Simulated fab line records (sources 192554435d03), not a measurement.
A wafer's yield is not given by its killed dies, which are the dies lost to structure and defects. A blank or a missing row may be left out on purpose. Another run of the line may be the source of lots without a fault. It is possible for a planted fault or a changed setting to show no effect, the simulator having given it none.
Lot-split experiment + flow n5Finfet + on a route of 1938 steps: 7 lots, 21 wafers read

== THE SPLIT ITSELF ==
At N5_PASSIVATION_PECVD_53 (deposits SiO2 from TEOS/O2, target thk 800 nm, time 169.4 s), the setting timeS was moved away from the recipe's 169.4 s on 8 of the 21 wafers read, by -13.0% to -3.8%. For the rest of the wafers, this setting stayed at what the recipe calls for.

The split's own step is where the reading is taken.

== THE READING ==
SiO2_of_PASSIVATION_PECVD_53.thkNm (the simulator's own value, which no gauge read), in nm, at N5_PASSIVATION_PECVD_53 (deposits SiO2 from TEOS/O2, target thk 800 nm, time 169.4 s). No usual value for it is given in the file. Average 793.5 nm, standard deviation 8.1 nm, over the 13 wafers here run with the recipe.

| wafer  | tool, chamber at the split | timeS as run, s | against the recipe | SiO2_of_PASSIVATION_PECVD_53.thkNm, nm | against lot-mates on the recipe |
|--------|----------------------------|-----------------|--------------------|----------------------------------------|---------------------------------|
| L078.3 | pecvd-02, 0                | 169.4           | recipe             | 798                                    | -                               |
| L078.4 | pecvd-02, 1                | 169.4           | recipe             | 800                                    | -                               |
| L078.5 | pecvd-02, 0                | 153.7           | -9.3%              | 732.6                                  | -66.4                           |
| L081.1 | pecvd-01, 2                | 169.4           | recipe             | 786.6                                  | -                               |
| L081.2 | pecvd-01, 0                | 169.4           | recipe             | 793.8                                  | -                               |
| L081.3 | pecvd-01, 1                | 162.9           | -3.8%              | 755.8                                  | -34.4                           |
| L080.1 | pecvd-01, 1                | 169.4           | recipe             | 794.4                                  | -                               |
| L080.3 | pecvd-01, 2                | 169.4           | recipe             | 796.6                                  | -                               |
| L080.6 | pecvd-01, 1                | 169.4           | recipe             | 799.2                                  | -                               |
| L083.2 | pecvd-02, 2                | 157.7           | -6.9%              | 747.8                                  | -41.8                           |
| L083.3 | pecvd-02, 1                | 169.4           | recipe             | 789.6                                  | -                               |
| L083.5 | pecvd-02, 2                | 157.7           | -6.9%              | 763                                    | -26.6                           |
| L089.2 | pecvd-04, 1                | 169.4           | recipe             | 796.8                                  | -                               |
| L089.4 | pecvd-04, 0                | 148.1           | -12.6%             | 710.8                                  | -93.3                           |
| L089.6 | pecvd-04, 2                | 169.4           | recipe             | 811.4                                  | -                               |
| L090.2 | pecvd-02, 0                | 169.4           | recipe             | 786.4                                  | -                               |
| L090.3 | pecvd-02, 1                | 169.4           | recipe             | 778.2                                  | -                               |
| L090.5 | pecvd-02, 0                | 149.6           | -11.7%             | 708.4                                  | -73.9                           |
| L096.2 | pecvd-01, 0                | 169.4           | recipe             | 785                                    | -                               |
| L096.3 | pecvd-01, 2                | 147.4           | -13.0%             | 692.8                                  | -92.2                           |
| L096.4 | pecvd-01, 0                | 147.4           | -13.0%             | 684                                    | -101.0                          |

THE FIT
A straight line over all 21 wafers: SiO2_of_PASSIVATION_PECVD_53.thkNm changes by +7.29 nm for each +1% of timeS; r = +0.97; the points scatter about the line by 9.6 nm.
The same after taking each lot's own level away (the mean of its wafers on the recipe; 21 wafers): +7.01 nm for each +1%; r = +0.98; scatter 7 nm.
The reading moves by 91 nm for the largest change in timeS, on that fit.
The lots' own levels span 782.30 to 804.10 nm, that is 2.7 times the standard deviation above.
The two slopes are in agreement: the lot-to-lot level therefore moves the slope only a little.
Check: -90.1 nm against its lot-mates is what the line predicts for one of the wafers moved furthest among these (-13.0%) when that wafer is left out of the fit. It came out at -92.2 nm against them.

== OTHER SPLITS APPLIED TO THESE WAFERS ==
Other splits were also applied to these wafers ahead of the reading. Each is held against what the fit with the lots' levels taken away leaves over:
| other split on the same wafers | wafers away from the commonest value | r with SiO2_of_PASSIVATION_PECVD_53.thkNm (lot level and that fit taken away) |
|--------------------------------|--------------------------------------|-------------------------------------------------------------------------------|
| N5_BEOL_M15_EXPOSE_25 doseMj   | 8                                    | -0.29                                                                         |
| N5_BEOL_M15_ETCH_61 timeS      | 10                                   | +0.16                                                                         |

== FILE'S OWN FIT ==
SiO2_of_PASSIVATION_PECVD_53.thkNm changes by +6.99 nm for each +1% of timeS, r = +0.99.
